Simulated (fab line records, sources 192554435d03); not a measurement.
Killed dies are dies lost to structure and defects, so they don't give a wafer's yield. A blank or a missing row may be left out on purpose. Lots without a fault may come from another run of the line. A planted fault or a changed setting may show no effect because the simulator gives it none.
Split-lot experiment | flow n5_finfet | 7 lots, 21 wafers read, on a route of 1938 steps

THE SPLIT
At N5_BEOL_M13_ETCH_59 (etches BARC in N2/H2, target depth 89 nm, overetch 26.7 nm, time 67.9 s), the setting time_s was moved away from the recipe's 67.9 s on 8 of the 21 wafers read, by -17.2% to +22.2%. The other wafers ran this setting at the recipe's value.

The reading is taken at the split's own step.

THE READING
coat_of_BEOL_M13_COAT_04.thk_nm (the simulator's own value, which no gauge read), in nm, at N5_BEOL_M13_ETCH_59 (etches BARC in N2/H2, target depth 89 nm, overetch 26.7 nm, time 67.9 s). The file gives no usual value for it. The 13 wafers here that ran the recipe average 317.0 nm, standard deviation 2 nm.

wafer  | tool, chamber at the split | time_s as run, s | against the recipe | coat_of_BEOL_M13_COAT_04.thk_nm, nm | against lot-mates on the recipe
L076.2 | rie_diel-03, 0             | 56.79            | -16.4%             | 329.8                               | +13.8
L076.3 | rie_diel-03, 1             | 67.9             | recipe             | 316                                 | -
L076.4 | rie_diel-03, 0             | 56.79            | -16.4%             | 329.6                               | +13.6
L078.2 | rie_diel-03, 1             | 63.69            | -6.2%              | 317.8                               | +0.2
L078.3 | rie_diel-03, 3             | 63.69            | -6.2%              | 320.6                               | +3.0
L078.5 | rie_diel-03, 0             | 67.9             | recipe             | 317.6                               | -
L079.2 | rie_diel-03, 3             | 67.9             | recipe             | 318.4                               | -
L079.3 | rie_diel-03, 0             | 67.9             | recipe             | 319                                 | -
L079.5 | rie_diel-03, 2             | 56.21            | -17.2%             | 330                                 | +11.3
L080.4 | rie_diel-03, 2             | 67.9             | recipe             | 316.2                               | -
L080.5 | rie_diel-03, 0             | 67.9             | recipe             | 318                                 | -
L080.6 | rie_diel-03, 3             | 67.9             | recipe             | 315.4                               | -
L093.1 | rie_diel-05, 2             | 67.9             | recipe             | 314.6                               | -
L093.3 | rie_diel-05, 3             | 67.9             | recipe             | 319.4                               | -
L093.6 | rie_diel-05, 1             | 67.9             | recipe             | 320.2                               | -
L094.3 | rie_diel-03, 2             | 82.98            | +22.2%             | 303                                 | no lot-mate on the recipe
L094.4 | rie_diel-03, 3             | 82.98            | +22.2%             | 301.4                               | no lot-mate on the recipe
L094.5 | rie_diel-03, 1             | 82.98            | +22.2%             | 301.6                               | no lot-mate on the recipe
L095.2 | rie_diel-06, 3             | 67.9             | recipe             | 313.6                               | -
L095.3 | rie_diel-06, 1             | 67.9             | recipe             | 318                                 | -
L095.4 | rie_diel-06, 0             | 67.9             | recipe             | 314.8                               | -

THE FIT
A straight line over all 21 wafers: coat_of_BEOL_M13_COAT_04.thk_nm changes by -0.698 nm for each +1% of time_s; r = -0.97; the points scatter about the line by 1.9 nm.
The same after taking each lot's own level away (the mean of its wafers on the recipe; 18 wafers): -0.747 nm for each +1%; r = -0.93; scatter 1.9 nm.
On that fit, the largest move of time_s shifts the reading by 17 nm.
The lots' own levels span 315.47 to 318.70 nm, that is 1.6 times the standard deviation above.
So the lot-to-lot level changes the slope little: the two slopes agree.
Check: with one of the wafers moved furthest among these (-17.2%) left out of the fit, the line predicts +13.2 nm for it against its lot-mates. It came out at +11.3 nm against them.

OTHER SPLITS ON THESE WAFERS
These wafers also went through other splits before the reading. Each is held against what the fit with the lots' levels taken away leaves over:
other split on the same wafers | wafers away from the commonest value | r with coat_of_BEOL_M13_COAT_04.thk_nm (lot level and that fit taken away)
N5_BEOL_M10_COAT_64 spin_rpm   | 10                                   | -0.49
N5_BEOL_M11_PECVD_70 time_s    | 7                                    | +0.08
N5_BEOL_M11_COAT_05 spin_rpm   | 3                                    | -0.06

THE FILE'S OWN FIT
coat_of_BEOL_M13_COAT_04.thk_nm changes by -0.711 nm for each +1% of time_s, r = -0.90.
